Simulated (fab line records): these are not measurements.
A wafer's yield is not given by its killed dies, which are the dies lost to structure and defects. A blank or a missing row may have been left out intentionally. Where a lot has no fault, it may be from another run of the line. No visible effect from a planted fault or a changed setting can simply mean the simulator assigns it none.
fab line records / flow n5_finfet / part 2 of 2: steps 42 to 42 of 42
record lots=5 wafers=14 last_day=17
route steps=1938 shown MOL_CONTACT_COAG@548 BEOL_M4@1111 PASSIVATION@1936
lots that met no fault: from a run of the same line without faults
start_h: the number of hours between the record's first day and the start of the first shown wafer of the lot / wait_h: how many hours have passed since the lot's step before this one / " identical to the entry in the row above / L1.1+2: one row covering several wafers at once / - no value present, or no start provided / * or withheld: withheld / < > ~ a bound
route shown NAME@n: names a module that has steps shown in the file, with the first one's number in the route / usual: mean/standard deviation of fault-free wafers / same: alike in all rows / chamber/n: place in a boat / sites: each site's reading / _std_site: the values' standard deviation / _edge_site: the outer-site mean with the inner-site mean subtracted / radius_mm: how far each site lies from the wafer's centre / mask NAME#n: copy n / behind: tool/chamber where the wafer was last shaped / hold: reason for holding the lot/hours on hold/outcome of the hold / device: the n, p or np transistor that did not switch / end of line: the tests these same wafers got at the end of their route / where a step has no rows: the recipe by itself / killed: dies that structure and defects cost at the first sort, which is not the same as the wafer's yield / map: the dies of a wafer, with x for killed, . for not killed, _ for no die there
set.NAME: setting as actually run; set.NAME@STEP: the setting as run at that earlier step / model.NAME: the simulator's own value behind a step, which no gauge read
lots at selected steps of the route; one table per step, one row per wafer
services: when a tool's chamber went out of use (start_h, in hours from the record's first day, below 0 if earlier), for how many hours, and the reason
## steps
# step N5_PASSIVATION_PROBE_49
# usual defect_limited_yield=91.0/1.5 killed_at_M0_to_M3=33/9.4 killed_at_M4_up=14/4.8 killed_at_contacts=13/7.3 killed_at_front_end=43/13 killed_at_other=3.6/2.9 killed_dies=106/18 killed_open=69/13 killed_short=35/8.2 sort_bin_5_function=5.3/1 sort_bin_6_memory=3.3/0.68 sort_n_pass=1074/18 sort_yield_pct=91.0/1.5
# same gross_dies=1180 killed_at_back_side=0 sort_bin_4_leakage[%]=0 sort_bin_8_speed[%]=0
lot.wafer=L422.3 tool=prober-01 chamber=- start_h=289.53 wait_h=0.1 defect_limited_yield[%]=91.2 killed_at_M0_to_M3=38 killed_at_M4_up=15 killed_at_contacts=6 killed_at_front_end=39 killed_at_other=6 killed_dies=104 killed_open=64 killed_short=37 sort_bin_5_function[%]=5.4 sort_bin_6_memory[%]=3.1 sort_n_pass=1076 sort_yield_pct[%]=91.2
lot.wafer=L422.4 tool=prober-01 chamber=- start_h=289.58 wait_h=0.2 defect_limited_yield[%]=90.1 killed_at_M0_to_M3=39 killed_at_M4_up=13 killed_at_contacts=13 killed_at_front_end=49 killed_at_other=3 killed_dies=117 killed_open=80 killed_short=37 sort_bin_5_function[%]=6.2 sort_bin_6_memory[%]=3.6 sort_n_pass=1063 sort_yield_pct[%]=90.1
lot.wafer=L422.6 tool=prober-01 chamber=- start_h=289.68 wait_h=0.3 defect_limited_yield[%]=92.7 killed_at_M0_to_M3=30 killed_at_M4_up=11 killed_at_contacts=9 killed_at_front_end=29 killed_at_other=7 killed_dies=86 killed_open=59 killed_short=27 sort_bin_5_function[%]=4.7 sort_bin_6_memory[%]=2.4 sort_n_pass=1094 sort_yield_pct[%]=92.7
lot.wafer=L424.1 tool=prober-01 chamber=- start_h=317.03 wait_h=0.0 defect_limited_yield[%]=92.8 killed_at_M0_to_M3=20 killed_at_M4_up=16 killed_at_contacts=2 killed_at_front_end=46 killed_at_other=1 killed_dies=85 killed_open=49 killed_short=27 sort_bin_5_function[%]=3.6 sort_bin_6_memory[%]=2.6 sort_n_pass=1095 sort_yield_pct[%]=92.8
lot.wafer=L424.2 tool=prober-01 chamber=- start_h=317.08 wait_h=0.1 defect_limited_yield[%]=93.1 killed_at_M0_to_M3=24 killed_at_M4_up=10 killed_at_contacts=4 killed_at_front_end=39 killed_at_other=4 killed_dies=81 killed_open=41 killed_short=34 sort_bin_5_function[%]=3.8 sort_bin_6_memory[%]=2.4 sort_n_pass=1099 sort_yield_pct[%]=93.1
lot.wafer=L424.6 tool=prober-01 chamber=- start_h=317.28 wait_h=0.3 defect_limited_yield[%]=91.6 killed_at_M0_to_M3=46 killed_at_M4_up=11 killed_at_contacts=2 killed_at_front_end=36 killed_at_other=4 killed_dies=99 killed_open=69 killed_short=26 sort_bin_5_function[%]=4.3 sort_bin_6_memory[%]=3.6 sort_n_pass=1081 sort_yield_pct[%]=91.6
lot.wafer=L435.1 tool=prober-02 chamber=- start_h=381.49 wait_h=0.0 defect_limited_yield[%]=93.3 killed_at_M0_to_M3=24 killed_at_M4_up=12 killed_at_contacts=10 killed_at_front_end=29 killed_at_other=4 killed_dies=79 killed_open=58 killed_short=21 sort_bin_5_function[%]=4.3 sort_bin_6_memory[%]=2.0 sort_n_pass=1101 sort_yield_pct[%]=93.3
lot.wafer=L435.4 tool=prober-02 chamber=- start_h=381.64 wait_h=0.2 defect_limited_yield[%]=92.5 killed_at_M0_to_M3=27 killed_at_M4_up=14 killed_at_contacts=5 killed_at_front_end=42 killed_at_other=1 killed_dies=89 killed_open=61 killed_short=22 sort_bin_5_function[%]=4.4 sort_bin_6_memory[%]=2.3 sort_n_pass=1091 sort_yield_pct[%]=92.5
lot.wafer=L439.2 tool=prober-02 chamber=- start_h=404.24 wait_h=0.1 defect_limited_yield[%]=90.8 killed_at_M0_to_M3=30 killed_at_M4_up=7 killed_at_contacts=10 killed_at_front_end=58 killed_at_other=3 killed_dies=108 killed_open=70 killed_short=32 sort_bin_5_function[%]=5.0 sort_bin_6_memory[%]=3.4 sort_n_pass=1072 sort_yield_pct[%]=90.8
lot.wafer=L439.3 tool=prober-02 chamber=- start_h=404.29 wait_h=0.1 defect_limited_yield[%]=89.7 killed_at_M0_to_M3=29 killed_at_M4_up=14 killed_at_contacts=8 killed_at_front_end=68 killed_at_other=3 killed_dies=122 killed_open=78 killed_short=40 sort_bin_5_function[%]=5.8 sort_bin_6_memory[%]=4.1 sort_n_pass=1058 sort_yield_pct[%]=89.7
lot.wafer=L439.4 tool=prober-02 chamber=- start_h=404.34 wait_h=0.2 defect_limited_yield[%]=88.1 killed_at_M0_to_M3=33 killed_at_M4_up=6 killed_at_contacts=15 killed_at_front_end=84 killed_at_other=2 killed_dies=140 killed_open=92 killed_short=45 sort_bin_5_function[%]=6.4 sort_bin_6_memory[%]=4.8 sort_n_pass=1040 sort_yield_pct[%]=88.1
lot.wafer=L442.1 tool=prober-01 chamber=- start_h=415.81 wait_h=0.0 defect_limited_yield[%]=89.5 killed_at_M0_to_M3=52 killed_at_M4_up=17 killed_at_contacts=25 killed_at_front_end=25 killed_at_other=5 killed_dies=124 killed_open=81 killed_short=38 sort_bin_5_function[%]=6.4 sort_bin_6_memory[%]=3.4 sort_n_pass=1056 sort_yield_pct[%]=89.5
lot.wafer=L442.3 tool=prober-01 chamber=- start_h=415.91 wait_h=0.1 defect_limited_yield[%]=87.4 killed_at_M0_to_M3=49 killed_at_M4_up=18 killed_at_contacts=24 killed_at_front_end=55 killed_at_other=3 killed_dies=149 killed_open=93 killed_short=54 sort_bin_5_function[%]=8.1 sort_bin_6_memory[%]=3.9 sort_n_pass=1031 sort_yield_pct[%]=87.4
lot.wafer=L442.6 tool=prober-01 chamber=- start_h=416.06 wait_h=0.3 defect_limited_yield[%]=90.3 killed_at_M0_to_M3=37 killed_at_M4_up=14 killed_at_contacts=12 killed_at_front_end=42 killed_at_other=10 killed_dies=115 killed_open=82 killed_short=33 sort_bin_5_function[%]=6.4 sort_bin_6_memory[%]=3.3 sort_n_pass=1065 sort_yield_pct[%]=90.3
# killed by level:class
L422.3 GATE_CUT:geometric_particle:open=10 BEOL_M0_SAQP:geometric_particle:short=8 BEOL_M1:geometric_particle:open=8 BEOL_M4:geometric_particle:open=8 BEOL_M2:geometric_particle:open=7 STI_FIN_REVEAL:geometric_particle:open=6 MOL_CONTACT_COAG:geometric_particle:open=6 FIN_SAQP:geometric_particle:short=5
L422.4 STI_FIN_REVEAL:geometric_particle:open=12 MOL_CONTACT_COAG:geometric_particle:open=11 BEOL_M3:geometric_particle:open=9 BEOL_M0_SAQP:geometric_particle:short=8 FIN_SAQP:geometric_particle:open=7 GATE_CUT:geometric_particle:short=7 GATE_CUT:geometric_particle:open=6 BEOL_M1:geometric_particle:open=5
L422.6 STI_FIN_REVEAL:geometric_particle:open=9 BEOL_M2:geometric_particle:open=9 MOL_CONTACT_COAG:geometric_particle:open=8 DUMMY_GATE:geometric_particle:open=6 BEOL_M0_SAQP:geometric_particle:short=4 BEOL_M1:geometric_particle:open=4 BEOL_M4:geometric_particle:open=4 FIN_SAQP:geometric_particle:short=3
L424.1 FIN_SAQP:geometric_particle:open=9 HKMG_FIN:area_etch=9 GATE_CUT:geometric_particle:open=6 BEOL_M0_SAQP:geometric_particle:short=5 BEOL_M4:geometric_particle:open=5 ILD0:geometric_particle:short=4 GATE_CUT:geometric_particle:short=4 BEOL_M0_SAQP:geometric_particle:open=4
L424.2 BEOL_M0_SAQP:geometric_particle:short=8 HKMG_FIN:area_etch=6 FIN_SAQP:geometric_particle:short=5 GATE_CUT:geometric_particle:short=5 FIN_SAQP:geometric_particle:open=4 STI_FIN_REVEAL:geometric_particle:open=4 BEOL_M4:geometric_particle:open=4 DUMMY_GATE:geometric_particle:open=4
L424.6 BEOL_M1:geometric_particle:open=18 BEOL_M3:geometric_particle:open=9 FIN_SAQP:geometric_particle:open=8 BEOL_M4:geometric_particle:open=7 BEOL_M2:geometric_particle:open=6 BEOL_M0_SAQP:geometric_particle:open=5 FIN_SAQP:geometric_particle:short=4 GATE_CUT:geometric_particle:open=4
L435.1 STI_FIN_REVEAL:geometric_particle:open=10 MOL_CONTACT_COAG:geometric_particle:open=8 BEOL_M4:geometric_particle:open=6 DUMMY_GATE:geometric_particle:open=5 BEOL_M0_SAQP:geometric_particle:open=5 BEOL_M2:geometric_particle:open=4 GATE_CUT:geometric_particle:open=3 BEOL_M0_SAQP:geometric_particle:short=3
L435.4 STI_FIN_REVEAL:geometric_particle:open=12 BEOL_M2:geometric_particle:open=8 BEOL_M0_SAQP:geometric_particle:open=7 FIN_SAQP:geometric_particle:short=6 DUMMY_GATE:geometric_particle:open=5 MOL_CONTACT_COAG:geometric_particle:open=5 BEOL_M8:geometric_particle:open=5 HKMG_FIN:area_etch=5
L439.2 FIN_SAQP:geometric_particle:open=12 BEOL_M3:geometric_particle:open=9 MOL_CONTACT_COAG:geometric_particle:open=9 STI_FIN_REVEAL:geometric_particle:open=7 ILD0:geometric_particle:short=7 BEOL_M1:geometric_particle:open=7 GATE_CUT:geometric_particle:short=5 BEOL_M0_SAQP:geometric_particle:open=5
L439.3 STI_FIN_REVEAL:geometric_particle:open=22 FIN_SAQP:geometric_particle:short=14 BEOL_M3:geometric_particle:open=12 FIN_SAQP:geometric_particle:open=9 MOL_CONTACT_COAG:geometric_particle:open=6 GATE_CUT:geometric_particle:short=5 BEOL_M4:geometric_particle:open=5 BEOL_M0_SAQP:geometric_particle:open=4
L439.4 STI_FIN_REVEAL:geometric_particle:open=32 MOL_CONTACT_COAG:geometric_particle:open=10 BEOL_M1:geometric_particle:open=10 FIN_SAQP:geometric_particle:short=8 FIN_SAQP:geometric_particle:open=8 STI_FIN_REVEAL:geometric_particle:short=7 BEOL_M3:geometric_particle:open=7 STARTING-WAFER:geometric_particle:short=6
L442.1 MOL_CONTACT_COAG:geometric_particle:open=19 BEOL_M2:geometric_particle:open=14 BEOL_M3:geometric_particle:open=10 BEOL_M3:geometric_particle:short=7 FIN_SAQP:geometric_particle:open=6 MOL_CONTACT_COAG:geometric_particle:short=6 BEOL_M1:geometric_particle:open=6 BEOL_M4:geometric_particle:open=6
L442.3 FIN_SAQP:geometric_particle:short=20 STI_FIN_REVEAL:geometric_particle:open=17 MOL_CONTACT_COAG:geometric_particle:open=17 BEOL_M3:geometric_particle:open=16 BEOL_M2:geometric_particle:open=8 FIN_SAQP:geometric_particle:open=7 MOL_CONTACT_COAG:geometric_particle:short=7 BEOL_M0_SAQP:geometric_particle:short=7
L442.6 STI_FIN_REVEAL:geometric_particle:open=9 MOL_CONTACT_COAG:geometric_particle:open=9 BEOL_M2:geometric_particle:open=9 BEOL_M3:geometric_particle:open=9 FIN_SAQP:geometric_particle:open=8 BEOL_M4:geometric_particle:open=7 STARTING-WAFER:geometric_particle:open=7 FIN_SAQP:geometric_particle:short=5
## services
tool=cmp-04 chamber=- start_h=97.98 hours=3.6 kind=pm
tool=cvd_co-01 chamber=- start_h=105.10 hours=0.6 kind=repair
tool=plasma_asher-02 chamber=- start_h=109.26 hours=2.8 kind=pm
tool=cvd_co-02 chamber=- start_h=114.26 hours=2.6 kind=repair
tool=plasma_asher-01 chamber=- start_h=115.45 hours=10.4 kind=repair
tool=cvd_co-02 chamber=1 start_h=116.88 hours=- kind=clean
tool=cvd_co-02 chamber=1 start_h=116.88 hours=22.0 kind=scheduled_down
tool=cvd_co-02 chamber=1 start_h=116.88 hours=22.0 kind=vent_cycle
tool=cmp-03 chamber=- start_h=128.46 hours=4.0 kind=pm
tool=cmp-03 chamber=- start_h=132.46 hours=- kind=consumable_replace:conditioner
tool=cmp-03 chamber=- start_h=132.46 hours=- kind=consumable_replace:pad
tool=rie_diel-02 chamber=1 start_h=162.82 hours=3.1 kind=repair
tool=plasma_asher-01 chamber=- start_h=168.97 hours=3.8 kind=repair
tool=cvd_co-01 chamber=2 start_h=169.77 hours=3.3 kind=repair
tool=cmp-02 chamber=- start_h=172.72 hours=1.7 kind=repair
tool=cmp-03 chamber=- start_h=189.88 hours=1.2 kind=repair
tool=cmp-04 chamber=- start_h=197.34 hours=4.2 kind=repair
tool=cmp-03 chamber=- start_h=199.47 hours=10.9 kind=pm
tool=cvd_co-02 chamber=- start_h=216.98 hours=2.8 kind=pm
tool=cmp-03 chamber=- start_h=217.35 hours=4.0 kind=repair
tool=cmp-03 chamber=- start_h=227.05 hours=4.2 kind=repair
tool=cmp-02 chamber=- start_h=236.73 hours=2.3 kind=repair
tool=rtp_anneal-01 chamber=- start_h=243.40 hours=3.5 kind=pm
